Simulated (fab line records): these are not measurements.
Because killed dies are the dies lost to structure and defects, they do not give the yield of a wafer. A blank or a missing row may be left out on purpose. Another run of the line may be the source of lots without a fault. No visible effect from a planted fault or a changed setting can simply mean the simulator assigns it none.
A struck lot beside a sound one || flow n5-finfet || 28 out of 1938 route steps
Sound: wafers L470.1, L470.3, L470.6. Wafers L474.1, L474.2, L474.3 were the ones struck. The cause is given at the end.
At each step with rows: each side's tool, then ch and its chambers, then its first start. Under that, the readings that differ: sound wafers || struck wafers || difference of the means || sigmas: that difference in standard deviations of wafers without a fault.
alike: words and numbers the same on both sides, and readings whose means are apart by under 2 such deviations; not compared: readings that were withheld, readings missing a value for some wafer, numbers with overlapping values and no deviation given by the record, and bounds like >300 which may hide the same value.
The two part at a step that has a row with sigmas, a row that says differs or no value, or rows on one side only. Numbers that have no deviation but don't overlap get no sigmas and don't part them. Lack of a reading on every wafer of one side parts them only where that side has two or more wafers.

first, 11 steps without rows for these wafers: N5_MOL_CONTACT_COAG_STRIP_92 (strips in N2/H2); N5_MOL_CONTACT_COAG_STRIP_93 (strips in N2/H2); N5_MOL_CONTACT_COAG_ETCHBACK_135 (etches SiO2 in CHF3, target depth 25 nm, time 16.7 s); N5_MOL_CONTACT_COAG_STRIP_118 (strips in CHF3); N5_MOL_CONTACT_COAG_VIA_ETCH_46 (etches SiO2 in C4F6/O2, target depth 46 nm, overetch 9.2 nm, time 40 s); N5_MOL_CONTACT_COAG_STRIP_96 (strips in N2/H2); N5_MOL_CONTACT_COAG_ETCH_47 (etches SiNx in CH3F/O2, stops on W, target depth 27 nm); N5_MOL_CONTACT_COAG_STRIP_119 (strips in N2/H2, time 30 s); N5_MOL_CONTACT_COAG_PRECLEAN_144 (cleans in alkaline clean, time 60 s); N5_MOL_CONTACT_COAG_SRD_145 (time 30 s); N5_MOL_CONTACT_COAG_COAT_62 (time 60 s, resist thk 60 nm).
N5_MOL_CONTACT_COAG_COAT_63: time 60 s, resist thk 10 nm.
  sound on litho-track-05 ch 0, day 7 12:43; struck on litho-track-05 ch 0, day 8 13:19
{"reading": "spin-speed-rpm (rpm)", "sound": "1500.6 1499.3 1501.5", "struck": "1362.4 1362.2 1361.2", "difference": -138.5, "sigmas": "-99 or more"}
{"reading": "model.SiARC_of_MOL_CONTACT_COAG_COAT_63.thk-nm (nm)", "sound": "10 10 10", "struck": "10.4 10.4 10.4", "difference": "+0.4", "sigmas": ""}
then, 9 steps without rows for these wafers: N5_MOL_CONTACT_COAG_COAT_64 (time 60 s, resist thk 10 nm); N5_MOL_CONTACT_COAG_COAT_34 (resist thk 40 nm); N5_MOL_CONTACT_COAG_EBR_36; N5_MOL_CONTACT_COAG_SOFTBAKE_35 (time 60 s); N5_MOL_CONTACT_COAG_EXPOSE_37 (exposes mask VD, defocus 0 nm); N5_MOL_CONTACT_COAG_PEB_38 (peb time 60 s); N5_MOL_CONTACT_COAG_DEVELOP_39 (develop time 30 s); N5_MOL_CONTACT_COAG_DESCUM_45 (chemistry O2, time 7 s); N5_MOL_CONTACT_COAG_ETCH_65 (etches underlayer in N2/H2, target depth 13 nm, time 10.4 s).
N5_MOL_CONTACT_COAG_ETCH_66: etches SiARC in CF4, target depth 13 nm, time 21.7 s.
  sound on rie-diel-04 ch 1,2, day 7 13:11; struck on rie-diel-04 ch 1,2,3, day 8 13:46
{"reading": "model.etch.depth-nm (nm)", "sound": "9.974 9.971 9.957", "struck": "10.45 10.44 10.45", "difference": "+0.48", "sigmas": ""}
{"reading": "model.CAR-EUV_of_MOL_CONTACT_COAG_COAT_34.thk-nm (nm)", "sound": "17.2 17 17", "struck": "16.6 16.8 16.8", "difference": -0.3, "sigmas": ""}
  alike: drypump-motor-current-A, etch-rf-on-time-s, oes-product-au, rf-vpp-V, showerhead-plenum-p-Torr, throttle-valve-pct
  not compared: rf-hours-counter-h
then, 1 step without rows for these wafers: N5_MOL_CONTACT_COAG_ALD_133 (deposits SiO2, target thk 5 nm, pulse time 1 s, co reactant pulse time 1 s).
N5_MOL_CONTACT_COAG_ETCHBACK_134: etches SiO2 in CHF3, target depth 10 nm, time 6.7 s.
  sound on rie-diel-06 ch 2,3, day 7 13:42; struck on rie-diel-05 ch 0,1,3, day 8 14:06
{"reading": "oes-product-au (a.u.)", "sound": "0.93 0.94 0.96", "struck": "0.74 0.77 0.73", "difference": -0.20, "sigmas": -3}
{"reading": "throttle-valve-pct (%)", "sound": "18.36 18.54 18.53", "struck": "19.01 18.74 18.99", "difference": "+0.44", "sigmas": "+2"}
  alike: drypump-motor-current-A, rf-vpp-V, showerhead-plenum-p-Torr
  not compared: rf-hours-counter-h, model.CAR-EUV_of_MOL_CONTACT_COAG_COAT_34.thk-nm
N5_MOL_CONTACT_COAG_ETCH_67: etches SOC in N2/H2, target depth 60 nm, overetch 21 nm, time 101.2 s.
  sound on rie-diel-06 ch 2,3, day 7 13:44; struck on rie-diel-05 ch 0,1,3, day 8 14:08
{"reading": "oes-product-au (a.u.)", "sound": "0.76 0.77 0.77", "struck": "0.62 0.63 0.61", "difference": -0.15, "sigmas": -2}
{"reading": "model.SiARC_of_MOL_CONTACT_COAG_COAT_63.thk-nm (nm)", "sound": "5.6 5.6 5.6", "struck": "6.4 6 6.2", "difference": "+0.6", "sigmas": ""}
  alike: drypump-motor-current-A, rf-vpp-V, showerhead-plenum-p-Torr, throttle-valve-pct
  not compared: rf-hours-counter-h
then, 1 step without rows for these wafers: N5_MOL_CONTACT_COAG_STRIP_68 (strips in N2/H2).
-- record jumps: 3 days separate the struck wafers' starts on either side; left off in module MOL_CONTACT_COAG, taken up again in module BEOL_M4, whose first shown step is the route's number 1111 --
N5_BEOL_M4_RC_MEAS_101:
  sound on prober-02 ch 0, day 10 04:27; struck on prober-01 ch 0, day 11 04:43
  alike: DIBL_N, DIBL_P, IOFF_N, IOFF_P, ION_N, ION_P, SS_N, SS_P, VT_N, VT_P
-- the record jumps here: 4 days lie between the struck wafers' starts before and after (it left off in module BEOL_M4 and takes up again in module PASSIVATION, whose first step shown is number 1936 of the route) --
N5_PASSIVATION_PROBE_49:
  sound on prober-02 at day 14 13:55; struck on prober-01 at day 15 13:52
  alike: defect-limited-yield, killed_at_M0_to_M3, killed_at_M4_up, killed-at-contacts, killed-at-front-end, killed-at-other, killed-dies, killed-on-rim, killed-open, killed-short, sort_bin_5_function, sort_bin_6_memory, sort_bin_8_speed, sort-n-pass, sort-yield-pct

WHERE THEY PART
At N5_MOL_CONTACT_COAG_COAT_63 first; at N5_MOL_CONTACT_COAG_ETCH_67 last (within this record only). Later steps at which nothing parts them and some readings are alike: N5_BEOL_M4_RC_MEAS_101, N5_PASSIVATION_PROBE_49.

WHY: whatever the simulator had introduced
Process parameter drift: litho-track-05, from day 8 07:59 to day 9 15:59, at N5_MOL_CONTACT_COAG_COAT_63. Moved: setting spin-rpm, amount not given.
